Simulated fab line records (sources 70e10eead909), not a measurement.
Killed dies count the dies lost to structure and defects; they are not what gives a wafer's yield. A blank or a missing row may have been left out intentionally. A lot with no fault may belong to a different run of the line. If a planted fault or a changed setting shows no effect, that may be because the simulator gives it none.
What tool caused it? :: flow nand-harc :: 11 lots, 33 wafers sampled, at 5 steps of a route of 1302

## WHAT EACH GAUGE READ, for each wafer
NHARC_A_ONON_D2_THK_MEAS_14: measures by ellipsometry. Usual: thk-nm reads 1000 nm (standard deviation 8.7).
lot: L977
measured: day 13 08:32
on: film-metro-02
thk-nm (nm): 1004 1002 1004
flag: 

lot: L979
measured: day 14 01:57
on: film-metro-02
thk-nm (nm): 1006 1004 1007
flag: 

lot: L976
measured: day 15 11:53
on: film-metro-02
thk-nm (nm): 996 994 997
flag: 

lot: L983
measured: day 15 17:08
on: film-metro-02
thk-nm (nm): 999 998 999
flag: 

lot: L984
measured: day 16 06:41
on: film-metro-02
thk-nm (nm): 998 997 999
flag: 

lot: L992
measured: day 19 13:10
on: film-metro-01
thk-nm (nm): 995 998 995
flag: 

lot: L994
measured: day 20 07:26
on: film-metro-02
thk-nm (nm): 1011 1011 1008
flag: 

lot: L995
measured: day 21 04:14
on: film-metro-02
thk-nm (nm): 986 984 985
flag: 

lot: L996
measured: day 21 06:16
on: film-metro-02
thk-nm (nm): 980 981 980
flag: 

lot: L997
measured: day 21 06:17
on: film-metro-02
thk-nm (nm): 997 997 997
flag: 

lot: L998
measured: day 21 19:51
on: film-metro-02
thk-nm (nm): 1007 1007 1008
flag: 

NHARC_END_SORT_01. Usual: killed-at-array 55, standard deviation 22; killed-at-other 1.1, standard deviation 1.4; killed-at-periphery 4, standard deviation 3.2; killed-dies 59, standard deviation 22; killed-open 3.3, standard deviation 1.8; killed-short 2.5, standard deviation 1.5.
lot: L983
measured: day 28 05:46
on: prober-01
killed-at-array: 664 670 674
killed-at-other: 7 4 2
killed-at-periphery: 6 3 1
killed-dies: 677 677 677
killed-open: 2 6 3
killed-short: 2 4 4
flag: OFF

lot: L984
measured: day 28 12:52
on: prober-02
killed-at-array: 677 672 671
killed-at-other: 0 0 1
killed-at-periphery: 0 5 5
killed-dies: 677 677 677
killed-open: 2 1 1
killed-short: 3 0 4
flag: OFF

## TOOL THAT RAN EACH LOT (tool first, then ch and the chambers of the sampled wafers, then the start)
lot: L977
NHARC_A_CHANNEL_HOLE_D2_ETCH_39: rie-diel-11 ch 2,3, day 14 09:14 or earlier
NHARC_A_CHANNEL_HOLE_D2_ETCH_26: har-etch-01 ch 0,1, day 14 09:14
NHARC_A_CHANNEL_HOLE_D2_ETCH_27: har-etch-01 ch 0,1, day 14 09:26

lot: L979
NHARC_A_CHANNEL_HOLE_D2_ETCH_39: rie-diel-11 ch 1,3, day 14 20:53 or earlier
NHARC_A_CHANNEL_HOLE_D2_ETCH_26: har-etch-01 ch 0, day 14 20:53
NHARC_A_CHANNEL_HOLE_D2_ETCH_27: har-etch-01 ch 0, day 14 21:05

lot: L976
NHARC_A_CHANNEL_HOLE_D2_ETCH_39: rie-diel-02 ch 0,1,2, day 16 06:44 or earlier
NHARC_A_CHANNEL_HOLE_D2_ETCH_26: har-etch-02 ch 0,1, day 16 06:44
NHARC_A_CHANNEL_HOLE_D2_ETCH_27: har-etch-02 ch 0,1, day 16 06:56

lot: L983
NHARC_A_CHANNEL_HOLE_D2_ETCH_39: rie-diel-03 ch 0,2,3, day 16 14:49 or earlier
NHARC_A_CHANNEL_HOLE_D2_ETCH_26: har-etch-01 ch 0,1, day 16 14:49
NHARC_A_CHANNEL_HOLE_D2_ETCH_27: har-etch-01 ch 0,1, day 16 15:01

lot: L984
NHARC_A_CHANNEL_HOLE_D2_ETCH_39: rie-diel-03 ch 0,2,3, day 17 01:11 or earlier
NHARC_A_CHANNEL_HOLE_D2_ETCH_26: har-etch-01 ch 0,1, day 17 01:11
NHARC_A_CHANNEL_HOLE_D2_ETCH_27: har-etch-01 ch 0,1, day 17 01:23

lot: L992
NHARC_A_CHANNEL_HOLE_D2_ETCH_39: rie-diel-02 ch 2,3, day 20 09:46 or earlier
NHARC_A_CHANNEL_HOLE_D2_ETCH_26: har-etch-01 ch 0,1, day 20 09:46
NHARC_A_CHANNEL_HOLE_D2_ETCH_27: har-etch-01 ch 0,1, day 20 09:57

lot: L994
NHARC_A_CHANNEL_HOLE_D2_ETCH_39: rie-diel-03 ch 0,1, day 21 02:21 or earlier
NHARC_A_CHANNEL_HOLE_D2_ETCH_26: har-etch-01 ch 0,1, day 21 02:21
NHARC_A_CHANNEL_HOLE_D2_ETCH_27: har-etch-01 ch 0,1, day 21 02:33

lot: L995
NHARC_A_CHANNEL_HOLE_D2_ETCH_39: rie-diel-02 ch 0,3, day 22 00:01 or earlier
NHARC_A_CHANNEL_HOLE_D2_ETCH_26: har-etch-02 ch 0, day 22 00:01
NHARC_A_CHANNEL_HOLE_D2_ETCH_27: har-etch-02 ch 0, day 22 00:13

lot: L996
NHARC_A_CHANNEL_HOLE_D2_ETCH_39: rie-diel-02 ch 2,3, day 22 08:29 or earlier
NHARC_A_CHANNEL_HOLE_D2_ETCH_26: har-etch-01 ch 0,1, day 22 08:29
NHARC_A_CHANNEL_HOLE_D2_ETCH_27: har-etch-01 ch 0,1, day 22 08:41

lot: L997
NHARC_A_CHANNEL_HOLE_D2_ETCH_39: rie-diel-11 ch 0,1,2, day 22 04:10 or earlier
NHARC_A_CHANNEL_HOLE_D2_ETCH_26: har-etch-02 ch 0, day 22 04:10
NHARC_A_CHANNEL_HOLE_D2_ETCH_27: har-etch-02 ch 0, day 22 04:21

lot: L998
NHARC_A_CHANNEL_HOLE_D2_ETCH_39: rie-diel-02 ch 2,3, day 22 14:01 or earlier
NHARC_A_CHANNEL_HOLE_D2_ETCH_26: har-etch-01 ch 1, day 22 14:01
NHARC_A_CHANNEL_HOLE_D2_ETCH_27: har-etch-01 ch 1, day 22 14:13
- NHARC_A_CHANNEL_HOLE_D2_ETCH_39: etches the open film in N2/H2, target depth 260 nm, time 325 s.
- NHARC_A_CHANNEL_HOLE_D2_ETCH_26: etches the open film in C4F8/O2/Ar, time 224.1 s, target depth 300 nm.
- NHARC_A_CHANNEL_HOLE_D2_ETCH_27: etches the open film in C4F8/O2/Ar, time 90 s, target depth 400 nm.

## WHAT THE TOOLS THEMSELVES READ (means of the sampled wafers that have a number; where no wafer has one, the mark that the record gives instead)
NHARC_A_CHANNEL_HOLE_D2_ETCH_39. Usual: bias-w 150.1 W, standard deviation 0.41; chamber-pressure-mTorr 29.999 mTorr, standard deviation 0.026; drypump-motor-current-A 5.8 A, standard deviation 0.39; n2-flow-sccm 150.0 sccm, standard deviation 0.45; oes-product-au 1.001 a.u., standard deviation 0.0098; rf-vpp-V 431.7 V, standard deviation 2.2; showerhead-plenum-p-Torr 2.08 Torr, standard deviation 0.078; throttle-valve-pct 14.172 %, standard deviation 0.0093.
lot: L977
tool: rie-diel-11
bias-w (W): 150.6
chamber-pressure-mTorr (mTorr): 30.013
drypump-motor-current-A (A): 5.9
n2-flow-sccm (sccm): 150.0
oes-product-au (a.u.): 1.000
rf-vpp-V (V): 431.3
showerhead-plenum-p-Torr (Torr): 2.07
throttle-valve-pct (%): 14.175
flag: 

lot: L979
tool: rie-diel-11
bias-w (W): 149.5
chamber-pressure-mTorr (mTorr): 29.985
drypump-motor-current-A (A): 6.0
n2-flow-sccm (sccm): 150.1
oes-product-au (a.u.): 0.994
rf-vpp-V (V): 430.5
showerhead-plenum-p-Torr (Torr): 2.04
throttle-valve-pct (%): 14.172
flag: 

lot: L976
tool: rie-diel-02
bias-w (W): 150.3
chamber-pressure-mTorr (mTorr): 29.978
drypump-motor-current-A (A): 6.1
n2-flow-sccm (sccm): 150.2
oes-product-au (a.u.): 1.003
rf-vpp-V (V): 432.2
showerhead-plenum-p-Torr (Torr): 2.11
throttle-valve-pct (%): 14.172
flag: 

lot: L983
tool: rie-diel-03
bias-w (W): 150.3
chamber-pressure-mTorr (mTorr): 29.991
drypump-motor-current-A (A): 5.4
n2-flow-sccm (sccm): 150.3
oes-product-au (a.u.): 0.990
rf-vpp-V (V): 430.9
showerhead-plenum-p-Torr (Torr): 2.08
throttle-valve-pct (%): 14.165
flag: 

lot: L984
tool: rie-diel-03
bias-w (W): 150.0
chamber-pressure-mTorr (mTorr): 30.004
drypump-motor-current-A (A): 5.4
n2-flow-sccm (sccm): 149.7
oes-product-au (a.u.): 0.995
rf-vpp-V (V): 431.2
showerhead-plenum-p-Torr (Torr): 2.08
throttle-valve-pct (%): 14.164
flag: 

lot: L992
tool: rie-diel-02
bias-w (W): 150.0
chamber-pressure-mTorr (mTorr): 29.989
drypump-motor-current-A (A): 6.1
n2-flow-sccm (sccm): 150.0
oes-product-au (a.u.): 1.009
rf-vpp-V (V): 431.3
showerhead-plenum-p-Torr (Torr): 2.09
throttle-valve-pct (%): 14.178
flag: 

lot: L994
tool: rie-diel-03
bias-w (W): 150.0
chamber-pressure-mTorr (mTorr): 29.998
drypump-motor-current-A (A): 5.3
n2-flow-sccm (sccm): 150.3
oes-product-au (a.u.): 1.006
rf-vpp-V (V): 434.1
showerhead-plenum-p-Torr (Torr): 2.17
throttle-valve-pct (%): 14.170
flag: 

lot: L995
tool: rie-diel-02
bias-w (W): 150.5
chamber-pressure-mTorr (mTorr): 29.992
drypump-motor-current-A (A): 6.1
n2-flow-sccm (sccm): 149.8
oes-product-au (a.u.): 1.013
rf-vpp-V (V): 432.1
showerhead-plenum-p-Torr (Torr): 2.09
throttle-valve-pct (%): 14.169
flag: 

lot: L996
tool: rie-diel-02
bias-w (W): 149.8
chamber-pressure-mTorr (mTorr): 29.969
drypump-motor-current-A (A): 6.1
n2-flow-sccm (sccm): 149.6
oes-product-au (a.u.): 1.007
rf-vpp-V (V): 432.9
showerhead-plenum-p-Torr (Torr): 2.11
throttle-valve-pct (%): 14.162
flag: 

lot: L997
tool: rie-diel-11
bias-w (W): 150.4
chamber-pressure-mTorr (mTorr): 30.015
drypump-motor-current-A (A): 5.5
n2-flow-sccm (sccm): 150.0
oes-product-au (a.u.): 0.995
rf-vpp-V (V): 430.5
showerhead-plenum-p-Torr (Torr): 2.05
throttle-valve-pct (%): 14.175
flag: 

lot: L998
tool: rie-diel-02
bias-w (W): 149.9
chamber-pressure-mTorr (mTorr): 29.998
drypump-motor-current-A (A): 6.1
n2-flow-sccm (sccm): 150.2
oes-product-au (a.u.): 1.019
rf-vpp-V (V): 433.0
showerhead-plenum-p-Torr (Torr): 2.11
throttle-valve-pct (%): 14.174
flag: 

NHARC_A_CHANNEL_HOLE_D2_ETCH_26. Usual: bias-v 300 V, standard deviation 3.3; c4f8-flow-sccm 11.40 sccm, standard deviation 0.034; drypump-motor-current-A 5.9 A, standard deviation 0.48; showerhead-plenum-p-Torr 3.64 Torr, standard deviation 0.055; throttle-valve-pct 24.585 %, standard deviation 0.01.
lot: L977
tool: har-etch-01
bias-v (V): 298
c4f8-flow-sccm (sccm): 11.39
drypump-motor-current-A (A): 5.9
showerhead-plenum-p-Torr (Torr): 3.66
throttle-valve-pct (%): 24.591
flag: 

lot: L979
tool: har-etch-01
bias-v (V): 298
c4f8-flow-sccm (sccm): 11.45
drypump-motor-current-A (A): 6.2
showerhead-plenum-p-Torr (Torr): 3.58
throttle-valve-pct (%): 24.581
flag: 

lot: L976
tool: har-etch-02
bias-v (V): 303
c4f8-flow-sccm (sccm): 11.36
drypump-motor-current-A (A): 5.5
showerhead-plenum-p-Torr (Torr): 3.68
throttle-valve-pct (%): 24.574
flag: 

lot: L983
tool: har-etch-01
bias-v (V): -
c4f8-flow-sccm (sccm): -
drypump-motor-current-A (A): -
showerhead-plenum-p-Torr (Torr): -
throttle-valve-pct (%): -
flag: OFF

lot: L984
tool: har-etch-01
bias-v (V): -
c4f8-flow-sccm (sccm): -
drypump-motor-current-A (A): -
showerhead-plenum-p-Torr (Torr): -
throttle-valve-pct (%): -
flag: OFF

lot: L992
tool: har-etch-01
bias-v (V): 299
c4f8-flow-sccm (sccm): 11.43
drypump-motor-current-A (A): 6.1
showerhead-plenum-p-Torr (Torr): 3.57
throttle-valve-pct (%): 24.582
flag: 

lot: L994
tool: har-etch-01
bias-v (V): 300
c4f8-flow-sccm (sccm): 11.41
drypump-motor-current-A (A): 5.9
showerhead-plenum-p-Torr (Torr): 3.60
throttle-valve-pct (%): 24.586
flag: 

lot: L995
tool: har-etch-02
bias-v (V): 298
c4f8-flow-sccm (sccm): 11.40
drypump-motor-current-A (A): 6.4
showerhead-plenum-p-Torr (Torr): 3.64
throttle-valve-pct (%): 24.581
flag: 

lot: L996
tool: har-etch-01
bias-v (V): 305
c4f8-flow-sccm (sccm): 11.43
drypump-motor-current-A (A): 6.1
showerhead-plenum-p-Torr (Torr): 3.56
throttle-valve-pct (%): 24.577
flag: 

lot: L997
tool: har-etch-02
bias-v (V): 298
c4f8-flow-sccm (sccm): 11.41
drypump-motor-current-A (A): 6.5
showerhead-plenum-p-Torr (Torr): 3.64
throttle-valve-pct (%): 24.590
flag: 

lot: L998
tool: har-etch-01
bias-v (V): 299
c4f8-flow-sccm (sccm): 11.44
drypump-motor-current-A (A): 5.8
showerhead-plenum-p-Torr (Torr): 3.63
throttle-valve-pct (%): 24.589
flag: 

NHARC_A_CHANNEL_HOLE_D2_ETCH_27. Usual: bias-v 399 V, standard deviation 4.1; c4f8-flow-sccm 41.70 sccm, standard deviation 0.12; drypump-motor-current-A 5.9 A, standard deviation 0.48; showerhead-plenum-p-Torr 3.63 Torr, standard deviation 0.054; throttle-valve-pct 27.620 %, standard deviation 0.0086.
lot: L977
tool: har-etch-01
bias-v (V): 401
c4f8-flow-sccm (sccm): 41.50
drypump-motor-current-A (A): 5.9
showerhead-plenum-p-Torr (Torr): 3.65
throttle-valve-pct (%): 27.613
flag: 

lot: L979
tool: har-etch-01
bias-v (V): 405
c4f8-flow-sccm (sccm): 41.72
drypump-motor-current-A (A): 6.2
showerhead-plenum-p-Torr (Torr): 3.58
throttle-valve-pct (%): 27.615
flag: 

lot: L976
tool: har-etch-02
bias-v (V): 401
c4f8-flow-sccm (sccm): 41.68
drypump-motor-current-A (A): 5.5
showerhead-plenum-p-Torr (Torr): 3.68
throttle-valve-pct (%): 27.619
flag: 

lot: L983
tool: har-etch-01
bias-v (V): 400
c4f8-flow-sccm (sccm): 41.67
drypump-motor-current-A (A): 5.9
showerhead-plenum-p-Torr (Torr): 3.63
throttle-valve-pct (%): 27.623
flag: 

lot: L984
tool: har-etch-01
bias-v (V): 398
c4f8-flow-sccm (sccm): 41.74
drypump-motor-current-A (A): 6.1
showerhead-plenum-p-Torr (Torr): 3.60
throttle-valve-pct (%): 27.618
flag: 

lot: L992
tool: har-etch-01
bias-v (V): 401
c4f8-flow-sccm (sccm): 41.78
drypump-motor-current-A (A): 6.1
showerhead-plenum-p-Torr (Torr): 3.57
throttle-valve-pct (%): 27.618
flag: 

lot: L994
tool: har-etch-01
bias-v (V): 399
c4f8-flow-sccm (sccm): 41.76
drypump-motor-current-A (A): 5.9
showerhead-plenum-p-Torr (Torr): 3.60
throttle-valve-pct (%): 27.623
flag: 

lot: L995
tool: har-etch-02
bias-v (V): 401
c4f8-flow-sccm (sccm): 41.59
drypump-motor-current-A (A): 6.4
showerhead-plenum-p-Torr (Torr): 3.64
throttle-valve-pct (%): 27.621
flag: 

lot: L996
tool: har-etch-01
bias-v (V): 399
c4f8-flow-sccm (sccm): 41.80
drypump-motor-current-A (A): 6.1
showerhead-plenum-p-Torr (Torr): 3.56
throttle-valve-pct (%): 27.617
flag: 

lot: L997
tool: har-etch-02
bias-v (V): 399
c4f8-flow-sccm (sccm): 41.52
drypump-motor-current-A (A): 6.5
showerhead-plenum-p-Torr (Torr): 3.64
throttle-valve-pct (%): 27.619
flag: 

lot: L998
tool: har-etch-01
bias-v (V): 403
c4f8-flow-sccm (sccm): 41.81
drypump-motor-current-A (A): 5.8
showerhead-plenum-p-Torr (Torr): 3.63
throttle-valve-pct (%): 27.619
flag: 

## THE ANSWER, worked out from the rows above alone
Rule: a lot counts as off when the mean over its wafers that have a number is more than 3 standard deviations away from the usual mean. Also off: a lot with no number at a reading for which 4 or more lots have one. The other lots that the step has rows for count as sound. Order of review: gauges by route order, followed by the tools' own readings, for which a lot's mean as printed above is used. The first step at which some lot is off is used, and at that step the reading that is off furthest; a lot without a number counts as furthest.
Off at NHARC_END_SORT_01 (killed-at-array): L983, L984. Neither off nor sound, because the step has no rows for them: L977, L979, L976, L992, L994, L995, L996, L997, L998.
If a tool, at a process step before that reading, ran all the lots that are off and no sound lot after the first of them, it fits. Not tried: the gauges at NHARC_END_SORT_01; whatever is off there is also off at NHARC_A_CHANNEL_HOLE_D2_ETCH_26, on other tools, and gauge error can't account for it. NHARC_A_CHANNEL_HOLE_D2_ETCH_39 gives no start for some lots, so the hours and the order of its lots are those of NHARC_A_CHANNEL_HOLE_D2_ETCH_26. 2 tools fit, rie-diel-03 at NHARC_A_CHANNEL_HOLE_D2_ETCH_39 and har-etch-01 at NHARC_A_CHANNEL_HOLE_D2_ETCH_26 and NHARC_A_CHANNEL_HOLE_D2_ETCH_27, so this cannot tell which one it is.

## WHAT THE SIMULATOR HAD PUT IN
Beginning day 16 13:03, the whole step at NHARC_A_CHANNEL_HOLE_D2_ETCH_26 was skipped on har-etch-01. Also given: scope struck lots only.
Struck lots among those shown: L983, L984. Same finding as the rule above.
